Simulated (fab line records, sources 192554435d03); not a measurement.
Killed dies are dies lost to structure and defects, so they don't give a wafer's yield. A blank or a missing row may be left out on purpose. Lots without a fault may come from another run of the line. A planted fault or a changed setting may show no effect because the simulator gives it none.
Chamber matching | flow n5_finfet | N5_BEOL_M8_VIA_ETCH_34 on rie_diel-02: 4 sister chambers
The step etches SiCOH lowk in C4F6/O2, target depth 125.5 nm, time 50.5 s. 8 wafers are shown with their chamber, then 10 later ones without.

WAFERS WITH THEIR CHAMBER
wafer  | chamber | showerhead_plenum_p_Torr (Torr) | rf_vpp_V (V)
L079.3 | 1       | 2.93                            | 665
L080.3 | 2       | 2.96                            | 675
L080.4 | 0       | 2.71                            | 670
L080.5 | 2       | 2.96                            | 676
L084.5 | 0       | 2.70                            | 668
L084.6 | 1       | 2.93                            | 664
L087.2 | 3       | 2.71                            | 661
L087.4 | 3       | 2.71                            | 662

WAFERS WITHOUT THEIR CHAMBER
wafer  | showerhead_plenum_p_Torr (Torr) | rf_vpp_V (V)
L087.6 | 2.95                            | 674
L089.1 | 2.70                            | 662
L089.2 | 2.94                            | 674
L089.3 | 2.91                            | 663
L093.1 | 2.91                            | 663
L093.4 | 3.03                            | 677
L093.5 | 2.94                            | 673
L082.1 | 2.70                            | 660
L082.3 | 3.03                            | 679
L082.6 | 2.70                            | 662

WHICH CHAMBER EACH WENT THROUGH
wafer  | from the rows above | in truth
L087.6 | 2                   | 2
L089.1 | 3                   | 3
L089.2 | 2                   | 2
L089.3 | 1                   | 1
L093.1 | 1                   | 1
L093.4 | 2                   | 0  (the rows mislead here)
L093.5 | 2                   | 2
L082.1 | 3                   | 3
L082.3 | 2                   | 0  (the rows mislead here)
L082.6 | 3                   | 3
Placed correctly: 8 of 10. Can't be placed from these rows: 0. Placed wrongly: 2.
How it was worked out, from the rows above alone: a wafer's distance from a chamber is the root of the sum, over the readings, of the square of ((its reading less the chamber's mean) divided by the reading's scatter). The wafer belongs to the nearest chamber; if the next one is less than 2 further off, it can't be placed. A chamber's mean is the mean of its shown wafers. The scatter: the root of (the sum of the squares of (reading less its chamber's mean) over the shown wafers, divided by (wafers less chambers)).
